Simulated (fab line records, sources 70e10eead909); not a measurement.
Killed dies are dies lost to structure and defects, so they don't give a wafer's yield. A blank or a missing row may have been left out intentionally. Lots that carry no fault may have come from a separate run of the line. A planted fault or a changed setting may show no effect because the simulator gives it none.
Chamber matching | flow nand harc | NHARC_P_M1_STRIP_18 on rie diel-09: 4 sister chambers
The step strips in N2/H2. 14 wafers are shown with their chamber, then 7 later ones without.

== EACH WAFER AND ITS CHAMBER ==
wafer  | chamber | drypump motor current A (A) | oes product au (a.u.) | rf vpp V (V)
L080.1 | 1       | 6.6                         | 0.989                 | 92.0
L080.4 | 0       | 5.3                         | 0.978                 | 91.5
L080.5 | 2       | 6.2                         | 0.985                 | 90.3
L082.3 | 1       | 6.6                         | 0.986                 | 91.2
L082.5 | 2       | 6.2                         | 0.999                 | 91.5
L082.6 | 1       | 6.5                         | 0.978                 | 92.2
L083.1 | 1       | 6.6                         | 0.992                 | 89.8
L083.3 | 3       | 5.5                         | 1.008                 | 93.1
L083.5 | 3       | 5.5                         | 1.015                 | 91.6
L087.1 | 2       | 6.2                         | 0.981                 | 90.4
L087.3 | 0       | 5.3                         | 0.984                 | 91.5
L087.5 | 0       | 5.3                         | 0.993                 | 92.9
L091.3 | 1       | 6.6                         | 0.982                 | 90.4
L091.4 | 3       | 5.5                         | 1.000                 | 92.4

SIGNATURES (means of the wafers above)
reading                 | chamber 0 | chamber 1 | chamber 2 | chamber 3 | scatter within a chamber
drypump motor current A | 5.300     | 6.580     | 6.200     | 5.500     | 0.0283
oes product au          | 0.98500   | 0.98540   | 0.98833   | 1.00767   | 0.00727
rf vpp V                | 91.967    | 91.120    | 90.733    | 92.367    | 0.868
Rule: a wafer lies at a distance from a chamber equal to the root of the sum of squares, over the readings, of (its reading less the chamber's mean, divided by the reading's scatter). If the next closest chamber is less than 2 further off than the closest, the wafer can't be placed; otherwise it belongs to the closest. The scatter: take each reading less its chamber's mean, square it, sum over the shown wafers, divide by the number of wafers less the number of chambers, and take the root.

== WAFERS MISSING THEIR CHAMBER ==
wafer  | drypump motor current A (A) | oes product au (a.u.) | rf vpp V (V)
L091.5 | 6.2                         | 0.986                 | 90.8
L094.1 | 6.2                         | 0.982                 | 89.7
L094.4 | 5.5                         | 0.994                 | 91.0
L094.6 | 5.5                         | 0.998                 | 91.8
L096.3 | 6.6                         | 1.004                 | 91.9
L096.5 | 6.6                         | 0.996                 | 91.5
L096.6 | 5.3                         | 0.998                 | 90.4

== CHAMBER TAKEN BY EACH ==
wafer  | from the rows above | in truth
L091.5 | 2                   | 2
L094.1 | 2                   | 2
L094.4 | 3                   | 3
L094.6 | 3                   | 3
L096.3 | 1                   | 1
L096.5 | 1                   | 1
L096.6 | 0                   | 0
Correctly placed: 7 of 7. Left unplaced by these rows: 0. Number placed wrongly: 0.
